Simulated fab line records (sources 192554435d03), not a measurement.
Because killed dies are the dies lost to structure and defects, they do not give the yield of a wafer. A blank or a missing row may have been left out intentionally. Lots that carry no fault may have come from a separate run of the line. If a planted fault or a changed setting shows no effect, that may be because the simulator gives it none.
Which tool did it?	flow n5-finfet	24 lots, 72 wafers sampled, at 6 steps of a route of 1938

## WHAT THE GAUGES SHOWED, per wafer
N5_BEOL_M11_OVL_MEAS_12.
lot	measured	on	M11_OVL (nm)
L075	day 13 01:47	overlay-01	0.6 0.0 0.2
L074	day 13 07:14	overlay-01	0.0 0.7 0.3
L076	day 13 16:14	overlay-01	1.0 1.7 0.4
L077	day 13 23:35	overlay-01	-0.3 1.0 -0.2
L080	day 14 11:09	overlay-01	-0.6 0.3 0.1
L081	day 14 14:57	overlay-01	0.2 0.7 1.3
L079	day 14 23:09	overlay-01	0.2 -0.4 1.3
L082	day 15 02:43	overlay-01	0.5 -0.8 0.0
L083	day 15 03:28	overlay-01	-0.4 -0.1 0.4
L078	day 15 06:44	overlay-01	0.2 0.3 0.5
L085	day 15 19:05	overlay-01	1.3 1.1 2.0
L086	day 15 21:31	overlay-01	0.2 0.2 -0.2
L084	day 16 07:38	overlay-01	0.2 0.3 1.3
L088	day 16 16:14	overlay-01	-0.3 -0.5 -0.6
L089	day 16 16:16	overlay-01	-1.0 0.0 -0.8
L087	day 17 02:19	overlay-01	0.3 0.0 2.3
L091	day 17 02:29	overlay-01	-1.1 -0.8 0.8
L090	day 17 21:36	overlay-01	0.2 0.0 0.1
L093	day 18 02:54	overlay-01	0.3 -0.6 -0.8
L094	day 18 05:53	overlay-01	0.6 1.2 1.3
L092	day 18 11:56	overlay-01	0.8 -0.3 -0.9
L097	day 18 21:49	overlay-02	0.1 -0.1 1.4
L096	day 18 22:53	overlay-01	1.4 1.2 0.4
L095	day 20 07:24	overlay-02	-0.6 0.5 0.2

N5_BEOL_M13_CD_MEAS_10: target cd 190 nm.
lot	measured	on	cd-nm (nm)
L075	day 13 13:43	cd-sem-02	189.2 188.2 189.5
L074	day 13 19:29	cd-sem-03	189.5 192.0 191.3
L076	day 14 04:38	cd-sem-01	190.7 189.3 192.6
L077	day 14 12:56	cd-sem-02	189.0 191.6 190.0
L080	day 14 21:53	cd-sem-01	188.8 187.6 189.2
L081	day 15 03:53	cd-sem-01	190.3 188.7 188.3
L079	day 15 12:44	cd-sem-03	189.3 187.5 188.0
L082	day 15 16:19	cd-sem-03	189.8 187.7 189.0
L083	day 15 15:55	cd-sem-01	189.4 187.4 188.4
L078	day 15 17:00	cd-sem-01	188.5 188.0 190.3
L085	day 16 05:41	cd-sem-02	189.5 190.6 189.1
L086	day 16 10:54	cd-sem-01	190.6 188.5 188.5
L084	day 16 20:45	cd-sem-03	187.2 189.7 189.7
L088	day 17 05:21	cd-sem-03	190.4 189.6 190.1
L089	day 17 05:08	cd-sem-03	189.4 188.4 189.4
L087	day 17 14:45	cd-sem-03	184.6 187.6 185.8
L091	day 17 14:47	cd-sem-02	186.4 186.7 185.6
L090	day 18 08:11	cd-sem-02	190.3 187.8 187.8
L093	day 18 14:20	cd-sem-03	190.5 192.4 189.6
L094	day 18 20:02	cd-sem-02	190.4 188.7 190.4
L092	day 18 23:11	cd-sem-03	187.3 187.3 189.5
L097	day 19 09:27	cd-sem-02	189.1 189.5 188.2
L096	day 19 10:05	cd-sem-02	188.0 187.4 188.5
L095	day 20 23:20	cd-sem-02	186.3 185.6 189.2

## WHICH TOOL RAN EACH LOT (tool, then ch and the chambers of the sampled wafers, then the start)
lot	N5_BEOL_M10_DEP_56	N5_BEOL_M11_CURE_72	N5_BEOL_M12_STRIP_64	N5_BEOL_M12_ETCH_67
L075	pecvd-01 ch 0,1, day 13 00:28	uv-cure-01 ch 2, day 13 03:58	plasma-asher-02 ch 1, day 13 06:55	rie-diel-05 ch 0,1, day 13 07:39
L074	pecvd-04 ch 0,1, day 13 04:57	uv-cure-01 ch 2, day 13 11:32	plasma-asher-01 ch 0,1, day 13 15:32	rie-diel-04 ch 0,1,2, day 13 16:18
L076	pecvd-02 ch 0,1, day 13 14:19	uv-cure-01 ch 2, day 13 18:15	plasma-asher-01 ch 0, day 13 22:51	rie-diel-04 ch 0,1,2, day 13 23:57
L077	pecvd-04 ch 0,1,2, day 13 20:13	uv-cure-01 ch 0, day 14 02:34	plasma-asher-02 ch 0,1, day 14 05:24	rie-diel-04 ch 1,2, day 14 06:13
L080	pecvd-02 ch 0,1,2, day 14 06:28	uv-cure-03 ch 0, day 14 14:13	plasma-asher-02 ch 1, day 14 17:49	rie-diel-04 ch 2,3, day 14 18:35
L081	pecvd-01 ch 1,2, day 14 13:02	uv-cure-01 ch 0, day 14 17:22	plasma-asher-01 ch 0,1, day 14 20:52	rie-diel-01 ch 2,3, day 14 21:55
L079	pecvd-02 ch 0,2, day 14 19:50	uv-cure-03 ch 1, day 15 01:34	plasma-asher-02 ch 0,1, day 15 07:29	rie-diel-01 ch 1,2,3, day 15 08:13
L082	pecvd-02 ch 0,1,2, day 15 00:31	uv-cure-01 ch 1, day 15 06:27	plasma-asher-02 ch 0,1, day 15 11:39	rie-diel-01 ch 1,3, day 15 12:23
L083	pecvd-02 ch 0,1, day 15 01:50	uv-cure-01 ch 0, day 15 06:09	plasma-asher-02 ch 0,1, day 15 09:59	rie-diel-01 ch 1,2,3, day 15 11:47
L078	pecvd-02 ch 0,2, day 15 05:03	uv-cure-01 ch 0, day 15 10:19	plasma-asher-02 ch 0,1, day 15 13:40	rie-diel-04 ch 1,3, day 15 14:16
L085	pecvd-01 ch 0,1,2, day 15 17:31	uv-cure-02 ch 2, day 15 21:06	plasma-asher-01 ch 0,1, day 16 00:13	rie-diel-04 ch 0,2,3, day 16 00:56
L086	pecvd-04 ch 0,1,2, day 15 19:22	uv-cure-02 ch 1, day 16 03:46	plasma-asher-01 ch 0,1, day 16 07:23	rie-diel-05 ch 2,3, day 16 07:57
L084	pecvd-04 ch 1,2, day 16 06:25	uv-cure-02 ch 0, day 16 11:06	plasma-asher-01 ch 0,1, day 16 16:36	rie-diel-01 ch 0,1,3, day 16 17:41
L088	pecvd-01 ch 0,2, day 16 11:34	uv-cure-03 ch 0, day 16 19:36	plasma-asher-01 ch 0,1, day 16 23:31	rie-diel-05 ch 0,1, day 17 00:13
L089	pecvd-04 ch 0,1, day 16 12:15	uv-cure-03 ch 2, day 16 18:57	plasma-asher-01 ch 0, day 16 22:45	rie-diel-04 ch 0,1,3, day 16 23:21
L087	pecvd-02 ch 0,1, day 16 21:38	uv-cure-01 ch 2, day 17 03:58	plasma-asher-02 ch 0,1, day 17 08:41	rie-diel-01 ch 1,3, day 17 09:26
L091	pecvd-02 ch 0,1, day 16 21:56	uv-cure-03 ch 1, day 17 06:41	plasma-asher-02 ch 0,1, day 17 10:05	rie-diel-05 ch 0,2,3, day 17 11:05
L090	pecvd-04 ch 0,2, day 17 19:47	uv-cure-03 ch 1, day 18 00:11	plasma-asher-02 ch 0,1, day 18 04:06	rie-diel-04 ch 0,1,2, day 18 04:50
L093	pecvd-01 ch 0,1,2, day 18 00:44	uv-cure-01 ch 0, day 18 07:14	plasma-asher-02 ch 0,1, day 18 10:55	rie-diel-04 ch 1,2, day 18 11:40
L094	pecvd-02 ch 0,1,2, day 18 03:31	uv-cure-03 ch 0, day 18 11:38	plasma-asher-01 ch 0,1, day 18 15:46	rie-diel-04 ch 1,2,3, day 18 16:22
L092	pecvd-01 ch 0,1, day 18 08:20	uv-cure-02 ch 1, day 18 15:04	plasma-asher-02 ch 0,1, day 18 19:43	rie-diel-04 ch 1,3, day 18 20:27
L097	pecvd-01 ch 0,1, day 18 20:28	uv-cure-02 ch 0, day 19 00:54	plasma-asher-02 ch 0,1, day 19 05:25	rie-diel-01 ch 0,2, day 19 06:08
L096	pecvd-01 ch 0,2, day 18 21:31	uv-cure-03 ch 1, day 19 01:35	plasma-asher-02 ch 0,1, day 19 06:41	rie-diel-05 ch 1,2,3, day 19 07:25
L095	pecvd-04 ch 1,2, day 20 05:17	uv-cure-03 ch 1, day 20 10:52	plasma-asher-01 ch 0,1, day 20 15:26	rie-diel-01 ch 0,2,3, day 20 16:09
- N5_BEOL_M10_DEP_56: deposits SiCN from 3MS/NH3, target thk 15 nm, time 26.5 s.
- N5_BEOL_M11_CURE_72: cures SiCOH lowk, time 120 s.
- N5_BEOL_M12_STRIP_64: strips in N2/H2.
- N5_BEOL_M12_ETCH_67: etches SiARC in CF4, target depth 143 nm, time 238.3 s.

## WHAT THE TOOLS THEMSELVES READ (means of the sampled wafers that have a number; where no wafer has one, the mark that the record gives instead)
N5_BEOL_M10_DEP_56.
lot	tool	chamber-pressure-Torr (Torr)	showerhead-plenum-p-Torr (Torr)	throttle-valve-pct (%)
L075	pecvd-01	3.002	3.663	9.4
L074	pecvd-04	3.008	3.669	9.7
L076	pecvd-02	2.998	3.664	9.1
L077	pecvd-04	2.998	3.664	9.2
L080	pecvd-02	2.996	3.663	8.7
L081	pecvd-01	2.999	3.664	9.1
L079	pecvd-02	3.001	3.650	8.4
L082	pecvd-02	3.002	3.665	8.8
L083	pecvd-02	3.007	3.669	9.2
L078	pecvd-02	2.997	3.653	8.4
L085	pecvd-01	2.997	3.653	9.4
L086	pecvd-04	2.997	3.667	9.3
L084	pecvd-04	3.000	3.666	9.1
L088	pecvd-01	3.001	3.636	9.0
L089	pecvd-04	3.005	3.667	9.8
L087	pecvd-02	3.000	3.664	9.1
L091	pecvd-02	3.013	3.659	9.1
L090	pecvd-04	3.003	3.661	8.7
L093	pecvd-01	3.002	3.653	9.1
L094	pecvd-02	3.008	3.660	9.0
L092	pecvd-01	2.996	3.658	9.6
L097	pecvd-01	2.994	3.653	9.5
L096	pecvd-01	3.001	3.644	8.8
L095	pecvd-04	3.003	3.664	8.5

N5_BEOL_M11_CURE_72.
lot	tool	lamp-power-pct (%)	wafer_temp_C_max
L075	uv-cure-01	52.37	373.4
L074	uv-cure-01	52.33	373.2
L076	uv-cure-01	52.32	373.0
L077	uv-cure-01	52.35	371.9
L080	uv-cure-03	52.30	371.6
L081	uv-cure-01	52.31	371.8
L079	uv-cure-03	52.30	372.1
L082	uv-cure-01	52.29	372.7
L083	uv-cure-01	52.32	372.2
L078	uv-cure-01	52.25	371.9
L085	uv-cure-02	52.32	371.5
L086	uv-cure-02	52.32	372.2
L084	uv-cure-02	52.30	371.4
L088	uv-cure-03	52.31	371.4
L089	uv-cure-03	52.30	371.4
L087	uv-cure-01	52.31	374.1
L091	uv-cure-03	52.30	371.4
L090	uv-cure-03	52.28	371.7
L093	uv-cure-01	52.36	372.5
L094	uv-cure-03	52.25	371.9
L092	uv-cure-02	52.33	371.9
L097	uv-cure-02	52.32	371.3
L096	uv-cure-03	52.29	372.5
L095	uv-cure-03	52.32	372.1

N5_BEOL_M12_STRIP_64.
lot	tool	drypump-motor-current-A (A)	heater-power-w (W)	oes-product-au (a.u.)	strip-time-to-endpoint-s (s)
L075	plasma-asher-02	5.84	310	0.711	31.42
L074	plasma-asher-01	5.39	319	0.717	31.28
L076	plasma-asher-01	5.28	278	0.712	31.23
L077	plasma-asher-02	5.72	314	0.711	31.43
L080	plasma-asher-02	5.83	310	0.717	31.14
L081	plasma-asher-01	5.39	311	0.714	31.28
L079	plasma-asher-02	5.78	313	0.714	31.19
L082	plasma-asher-02	5.72	311	0.715	31.37
L083	plasma-asher-02	5.71	307	0.711	31.33
L078	plasma-asher-02	5.72	311	0.716	31.27
L085	plasma-asher-01	5.46	339	0.713	31.38
L086	plasma-asher-01	5.35	314	0.719	31.38
L084	plasma-asher-01	5.38	311	0.716	31.37
L088	plasma-asher-01	5.44	344	0.713	31.22
L089	plasma-asher-01	5.28	275	0.716	31.27
L087	plasma-asher-02	5.71	314	0.713	31.36
L091	plasma-asher-02	5.78	311	0.719	31.30
L090	plasma-asher-02	5.77	310	0.714	31.28
L093	plasma-asher-02	5.78	315	0.714	31.37
L094	plasma-asher-01	5.37	310	0.711	31.26
L092	plasma-asher-02	5.78	305	0.716	31.25
L097	plasma-asher-02	5.79	312	0.715	31.28
L096	plasma-asher-02	5.77	311	0.715	31.41
L095	plasma-asher-01	5.44	340	0.709	31.43

N5_BEOL_M12_ETCH_67.
lot	tool	drypump-motor-current-A (A)	etch-rf-on-time-s (s)	oes-product-au (a.u.)	rf-vpp-V (V)	showerhead-plenum-p-Torr (Torr)	throttle-valve-pct (%)
L075	rie-diel-05	5.7	249	0.65	183.3	2.14	15.53
L074	rie-diel-04	5.7	244	0.70	183.7	2.14	15.38
L076	rie-diel-04	5.6	245	0.69	183.7	2.13	15.40
L077	rie-diel-04	5.9	241	0.66	183.7	2.15	15.54
L080	rie-diel-04	6.0	240	0.75	184.9	2.16	15.19
L081	rie-diel-01	5.3	234	0.73	184.9	2.21	15.24
L079	rie-diel-01	5.3	236	0.67	183.2	2.18	15.39
L082	rie-diel-01	5.3	242	0.62	184.5	2.15	15.54
L083	rie-diel-01	5.3	236	0.67	184.5	2.18	15.39
L078	rie-diel-04	6.4	236	0.72	184.7	2.17	15.49
L085	rie-diel-04	5.7	239	0.71	183.6	2.14	15.26
L086	rie-diel-05	5.4	239	0.64	184.5	2.12	15.47
L084	rie-diel-01	5.4	238	0.69	184.0	2.12	15.45
L088	rie-diel-05	5.7	245	0.64	183.8	2.13	15.58
L089	rie-diel-04	6.2	235	0.73	183.3	2.15	15.38
L087	rie-diel-01	5.3	240	0.61	184.1	2.15	15.57
L091	rie-diel-05	5.3	243	0.64	183.8	2.12	15.55
L090	rie-diel-04	5.7	243	0.66	183.4	2.12	15.46
L093	rie-diel-04	5.4	252	0.60	183.2	2.12	15.49
L094	rie-diel-04	6.0	241	0.66	184.3	2.14	15.44
L092	rie-diel-04	6.4	231	0.72	183.5	2.16	15.38
L097	rie-diel-01	5.3	236	0.73	184.7	2.22	15.30
L096	rie-diel-05	5.7	243	0.64	183.1	2.10	15.49
L095	rie-diel-01	5.5	237	0.70	184.7	2.14	15.38

## THE ANSWER, worked out from the rows above alone
Rule: usual is defined by the lots themselves. Put in order of their means at a reading, lots are off if they are a third of the lots or fewer, leave a main group of 4 or more, and stand apart from it by a gap of 3 or more times the standard deviation of the main group's means; of several such gaps the widest counts. Not used: any main group whose means are identical at the precision the tables above print for the reading. Also off: a lot with no number at a reading for which 4 or more lots have one. All remaining lots with rows at the step are treated as sound. First the gauges in route order, then the tools' own readings, where a lot's mean is used as printed above. The first step at which some lot is off is used, and at that step the reading that is off furthest; a lot without a number counts as furthest.
No lot is off on any of the readings shown, so nothing can be concluded from this.

## WHAT HAD BEEN PUT IN BY THE SIMULATOR
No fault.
